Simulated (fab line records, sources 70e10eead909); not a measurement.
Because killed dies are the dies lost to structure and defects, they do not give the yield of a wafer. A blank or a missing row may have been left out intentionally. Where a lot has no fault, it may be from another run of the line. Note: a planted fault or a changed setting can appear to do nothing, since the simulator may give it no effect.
A lot that was struck, set against a sound lot    flow nandHarc    15 steps out of a route of 1159
Sound: these wafers, L706.1, L706.3, L706.6. The struck wafers were L699.2, L699.4, L699.6. At the end, the cause is stated.
Each step with rows lists, per side, the tool, then ch with its chambers, then its first start. Under that, the readings that differ: sound wafers    struck wafers    difference of the means    sigmas: that difference in standard deviations of wafers without a fault.
alike: readings whose means differ by less than 2 such deviations, and words and numbers that are the same on both sides. not compared: withheld readings, readings that some wafer has no value for, bounds like >300 that may hide the same value, and numbers for which the record gives no deviation and whose values overlap.
The two part at a step that has a row with sigmas, a row that says differs or no value, or rows on one side only. Non-overlapping numbers with no deviation appear without sigmas and do not part them. Lack of a reading on every wafer of one side parts them only where that side has two or more wafers.

first, 3 steps without rows for these wafers: NHARC_A_M1_EXPOSE_06 (exposes mask A M1, target cd 120 nm); NHARC_A_M1_PEB_07 (peb time 65 s); NHARC_A_M1_DEVELOP_08 (develop time 35 s).
NHARC_A_M1_CD_MEAS_09 targets a cd of 120 nm.
  sound on cdSem-02 ch 0, day 22 16:51; struck on cdSem-03 ch 0, day 20 19:13
  alike: cdNm
NHARC_A_M1_OVL_MEAS_10: pitch 240 nm.
  sound: overlay-02 at day 22 16:56; struck: overlay-01 at day 20 19:19
  alike: overlayXNm, overlayYNm
NHARC_A_M1_INSPECT_11:
  sound: defectInspect-01 at day 22 16:58; struck: defectInspect-02 at day 20 19:21
  alike: rawDefectCount
NHARC_A_M1_DESCUM_14: chemistry O2, time 3 s.
  sound on rieDiel-12 ch 0,1,2, day 22 17:03; struck on rieDiel-10 ch 0,2,3, day 20 19:25
  alike: drypumpMotorCurrentA, oesProductAu, rfVppV, showerheadPlenumPTorr, throttleValvePct
  not compared: rfHoursCounterH
NHARC_A_M1_ETCH_35: etches the open film in N2/H2, target depth 40 nm, overetch 12 nm, time 43.94 s.
  sound on rieDiel-12 ch 0,1,3, day 22 17:08; struck on rieDiel-10 ch 1,2, day 20 19:30
  alike: drypumpMotorCurrentA, oesProductAu, rfVppV, showerheadPlenumPTorr, throttleValvePct
  not compared: rfHoursCounterH
NHARC_A_M1_ETCH_15: etches the open film in C4F8/Ar, target depth 182.5 nm, time 91.2 s.
  sound: rieDiel-12 ch 0,1,3; struck: rieDiel-10 ch 0,1,2
  alike: oesProductAu, rfVppV
  not compared: rfHoursCounterH
NHARC_A_M1_CD_MEAS_16:
  sound: cdSem-03 at day 22 17:20; struck: cdSem-02 at day 20 19:43
  alike: cdNm
then, 1 step without rows for these wafers: NHARC_A_M1_STRIP_18 (strips in N2/H2).
NHARC_A_M1_ETCH_28: etches the open film in CF4/N2, target depth 30 nm, time 72.99 s.
  sound: rieDiel-10 ch 0,2,3; struck: rieDiel-11 ch 0,1,3
  alike: drypumpMotorCurrentA, oesProductAu, rfVppV, showerheadPlenumPTorr, throttleValvePct
  not compared: rfHoursCounterH
NHARC_A_M1_STRIP_19: strips in post etch residue remover, time 600 s.
  sound on wetBench-08 ch 0,4,7, day 22 17:47; struck on wetBench-08 ch 0,1,6, day 20 20:10
  no value came back on the struck wafers for bathHeatDutyPct (%), runLengthS (s); on the sound wafers bathHeatDutyPct (%) reads 14.8 12.4 13.2
NHARC_A_M1_DEGAS_29: time 60 s.
  sound: pvdSputter-03 at day 22 18:04; struck: pvdSputter-02 at day 20 20:25
  alike: heaterPowerW, susceptorTempC
NHARC_END_SORT_01:
  sound on prober-02 ch 0, day 24 17:27; struck on prober-02 ch 0, day 22 09:12
  alike: defectLimitedYield, killedAtArray, killedAtOther, killedAtPeriphery, killedDies, killedOpen, killedShort, sort_bin_2_pct, sort_bin_3_pct, sort_bin_4_pct, sortNPass, sortRimYieldPct, sortYieldPct

== WHERE THEY PART ==
NHARC_A_M1_STRIP_19 only, going by this record. Later steps at which nothing parts them and some readings are alike: NHARC_A_M1_DEGAS_29, NHARC_END_SORT_01.

WHY: what the simulator had put in
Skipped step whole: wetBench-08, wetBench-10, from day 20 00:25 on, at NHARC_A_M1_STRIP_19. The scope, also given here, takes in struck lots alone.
